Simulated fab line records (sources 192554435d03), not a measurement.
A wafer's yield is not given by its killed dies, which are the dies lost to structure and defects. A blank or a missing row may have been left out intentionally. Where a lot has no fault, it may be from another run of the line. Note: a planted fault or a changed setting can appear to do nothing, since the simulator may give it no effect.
Comparing a struck lot with a sound one || flow n5Finfet || 15 steps out of a route of 1938
Sound: wafers L410.1, L410.2, L410.3. Struck: wafers L425.1, L425.5, L425.6. The cause comes at the end.
Per side, at each step with rows, come the tool, then ch with its chambers, and then its first start. Under that, the readings that differ: sound wafers || struck wafers || difference of the means || sigmas: that difference in standard deviations of wafers without a fault.
alike: readings whose means differ by less than 2 such deviations, and words and numbers that are the same on both sides. not compared: withheld readings, readings that some wafer has no value for, bounds like >300 that may hide the same value, and numbers for which the record gives no deviation and whose values overlap.
A row with sigmas, a row that says differs or no value, or rows on one side alone: a step with any of these is where the two part. When numbers do not overlap yet have no deviation, they are printed without sigmas and do not part them. A reading that every wafer of one side lacks parts them only if that side has two wafers or more.

first, 4 steps without rows for these wafers: N5_BEOL_M4_SOFTBAKE_23 (time 60 s); N5_BEOL_M4_EXPOSE_25 (exposes mask V3, defocus 5 nm); N5_BEOL_M4_PEB_26 (peb time 60 s); N5_BEOL_M4_DEVELOP_27 (develop time 30 s).
N5_BEOL_M4_CD_MEAS_28: target cd 26.2 nm, target cd y 24.1 nm.
  sound on cdSem-01 ch 0, day 9 01:53; struck on cdSem-01 ch 0, day 12 20:19
  alike: cdNm
N5_BEOL_M4_OVL_MEAS_29:
  sound on overlay-01 ch 0, day 9 01:55; struck on overlay-02 ch 0, day 12 20:20
  alike: V3_OVL
N5_BEOL_M4_INSPECT_30: inspects for defects (brightfield).
  sound: defectInspect-01 at day 9 01:59; struck: defectInspect-02 at day 12 20:24
  alike: rawDefectCount
N5_BEOL_M4_DESCUM_33: chemistry O2, time 7 s.
  sound on rieDiel-02 ch 0,1,2, day 9 02:17; struck on rieDiel-06 ch 0,1, day 12 20:26
  alike: drypumpMotorCurrentA, oesProductAu, rfVppV, showerheadPlenumPTorr, throttleValvePct
  not compared: rfHoursCounterH
N5_BEOL_M4_ETCH_77: etches underlayer in N2/H2, target depth 6.5 nm, time 5.2 s.
  sound on rieDiel-02 ch 0,1,2, day 9 02:19; struck on rieDiel-06 ch 0,1, day 12 20:28
  alike: drypumpMotorCurrentA, etchRfOnTimeS, oesProductAu, rfFwdPowerW, rfVppV, showerheadPlenumPTorr, throttleValvePct
  not compared: rfHoursCounterH
N5_BEOL_M4_ETCH_69: etches SiARC in CF4, target depth 15.6 nm, time 26 s.
  sound on rieDiel-02 ch 0,1,2, day 9 02:20; struck on rieDiel-06 ch 0,1, day 12 20:29
  alike: drypumpMotorCurrentA, etchRfOnTimeS, oesProductAu, rfFwdPowerW, rfVppV, showerheadPlenumPTorr, throttleValvePct
  not compared: rfHoursCounterH
N5_BEOL_M4_ALD_98: deposits SiO2, target thk 2.5 nm, pulse time 1 s, co reactant pulse time 1 s.
  sound on aldSin-04 ch 0,1,3, day 9 02:25; struck on aldSin-04 ch 2,3, day 12 20:34
  alike: heaterPowerW, precursorPulseHeightRel, susceptorTempC
N5_BEOL_M4_ETCHBACK_99: etches SiO2 in CHF3, target depth 5 nm, time 10.4 s.
  sound on rieDiel-02 ch 1,2,3, day 9 05:25; struck on rieDiel-02 ch 1,3, day 12 22:10
  alike: drypumpMotorCurrentA, oesProductAu, rfVppV, showerheadPlenumPTorr, throttleValvePct
  not compared: rfHoursCounterH
N5_BEOL_M4_ETCH_70: etches SOC in N2/H2, target depth 80 nm, overetch 24 nm, time 130 s.
  sound on rieDiel-02 ch 1,2,3, day 9 05:26; struck on rieDiel-02 ch 1,3, day 12 22:13
{"reading": "rfFwdPowerW (W)", "sound": "835.9 836.6 834.6", "struck": "1034.5 1041.7 1034.0", "difference": "+201.0", "sigmas": "+74"}
{"reading": "rfVppV (V)", "sound": "525.7 524.7 526.4", "struck": "489.7 488.7 485.9", "difference": -37.5, "sigmas": -19}
{"reading": "model.SiARC_of_BEOL_M4_COAT_68.thkNm (nm)", "sound": "6 5.8 5.8", "struck": "5.4 5.2 5.2", "difference": -0.6, "sigmas": ""}
  alike: drypumpMotorCurrentA, oesProductAu, showerheadPlenumPTorr, throttleValvePct
  not compared: rfHoursCounterH
then, 1 step without rows for these wafers: N5_BEOL_M4_STRIP_71 (strips in N2/H2).
N5_BEOL_M4_RC_MEAS_101:
  sound on prober-01 ch 0, day 9 11:00; struck on prober-02 ch 0, day 13 02:37
  alike: DIBL_N, DIBL_P, IOFF_N, IOFF_P, ION_N, ION_P, SS_N, SS_P, VT_N, VT_P

== WHERE THEY PART ==
N5_BEOL_M4_ETCH_70 only, going by this record. Later steps at which nothing parts them and some readings are alike: N5_BEOL_M4_RC_MEAS_101.

WHY: the cause the simulator had injected
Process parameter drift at N5_BEOL_M4_ETCH_70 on rieDiel-02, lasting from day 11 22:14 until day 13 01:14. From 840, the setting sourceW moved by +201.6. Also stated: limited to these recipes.
